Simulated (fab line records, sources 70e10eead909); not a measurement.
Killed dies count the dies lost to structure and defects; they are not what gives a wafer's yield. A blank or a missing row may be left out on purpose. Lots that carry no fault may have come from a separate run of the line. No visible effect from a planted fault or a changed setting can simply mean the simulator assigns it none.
Chamber matching + flow nand-harc + NHARC_A_M1_STRIP_18 on rie-diel-08: 4 sister chambers
The step strips in N2/H2. 18 wafers are shown with their chamber, then 9 later ones without.

== EACH WAFER AND ITS CHAMBER ==
| wafer  | chamber | drypump-motor-current-A (A) | showerhead-plenum-p-Torr (Torr) | oes-product-au (a.u.) |
|--------|---------|-----------------------------|---------------------------------|-----------------------|
| L846.1 | 0       | 5.6                         | 2.00                            | 0.970                 |
| L846.3 | 2       | 6.5                         | 2.08                            | 0.998                 |
| L846.4 | 3       | 6.6                         | 1.90                            | 0.992                 |
| L850.1 | 3       | 6.6                         | 1.90                            | 1.008                 |
| L850.2 | 1       | 5.9                         | 2.08                            | 0.995                 |
| L850.6 | 3       | 6.6                         | 1.90                            | 1.000                 |
| L852.1 | 1       | 5.9                         | 2.08                            | 0.991                 |
| L852.4 | 2       | 6.5                         | 2.08                            | 0.984                 |
| L852.6 | 3       | 6.6                         | 1.89                            | 0.999                 |
| L858.2 | 3       | 6.6                         | 1.89                            | 0.992                 |
| L858.4 | 0       | 5.7                         | 2.00                            | 0.966                 |
| L858.6 | 1       | 5.9                         | 2.08                            | 0.991                 |
| L860.3 | 1       | 5.9                         | 2.08                            | 0.997                 |
| L860.4 | 3       | 6.6                         | 1.89                            | 1.004                 |
| L860.5 | 0       | 5.7                         | 2.00                            | 0.966                 |
| L861.1 | 3       | 6.6                         | 1.89                            | 1.009                 |
| L861.4 | 2       | 6.5                         | 2.07                            | 0.987                 |
| L861.6 | 2       | 6.5                         | 2.07                            | 0.994                 |

SIGNATURES (means of the wafers above)
| reading                  | chamber 0 | chamber 1 | chamber 2 | chamber 3 | scatter within a chamber |
|--------------------------|-----------|-----------|-----------|-----------|--------------------------|
| drypump-motor-current-A  | 5.667     | 5.900     | 6.500     | 6.600     | 0.0218                   |
| showerhead-plenum-p-Torr | 2.0000    | 2.0800    | 2.0750    | 1.8943    | 0.0044                   |
| oes-product-au           | 0.96733   | 0.99350   | 0.99075   | 1.00057   | 0.00566                  |
Rule: distance of a wafer from a chamber = root of the sum over the readings of ((wafer's reading minus chamber's mean) / reading's scatter) squared. If the next closest chamber is less than 2 further off than the closest, the wafer can't be placed; otherwise it belongs to the closest. The scatter is the square root of a quotient: the sum, over the shown wafers, of each reading's squared deviation from its chamber's mean, divided by wafers minus chambers.

== WAFERS WITHOUT THEIR CHAMBER ==
| wafer  | drypump-motor-current-A (A) | showerhead-plenum-p-Torr (Torr) | oes-product-au (a.u.) |
|--------|-----------------------------|---------------------------------|-----------------------|
| L862.3 | 5.7                         | 1.99                            | 0.960                 |
| L862.5 | 6.5                         | 2.07                            | 0.989                 |
| L862.6 | 6.6                         | 1.89                            | 1.006                 |
| L864.2 | 6.6                         | 2.07                            | 0.991                 |
| L864.3 | 5.7                         | 1.99                            | 0.968                 |
| L864.6 | 6.6                         | 1.89                            | 1.002                 |
| L867.1 | 6.6                         | 1.89                            | 1.006                 |
| L867.3 | 5.7                         | 1.99                            | 0.975                 |
| L867.6 | 6.5                         | 2.07                            | 1.003                 |

== THE CHAMBER EACH PASSED THROUGH ==
| wafer  | from the rows above | in truth |
|--------|---------------------|----------|
| L862.3 | 0                   | 0        |
| L862.5 | 2                   | 2        |
| L862.6 | 3                   | 3        |
| L864.2 | 2                   | 2        |
| L864.3 | 0                   | 0        |
| L864.6 | 3                   | 3        |
| L867.1 | 3                   | 3        |
| L867.3 | 0                   | 0        |
| L867.6 | 2                   | 2        |
Correctly placed: 9 of 9. Number that these rows cannot place: 0. Placed wrongly: 0.
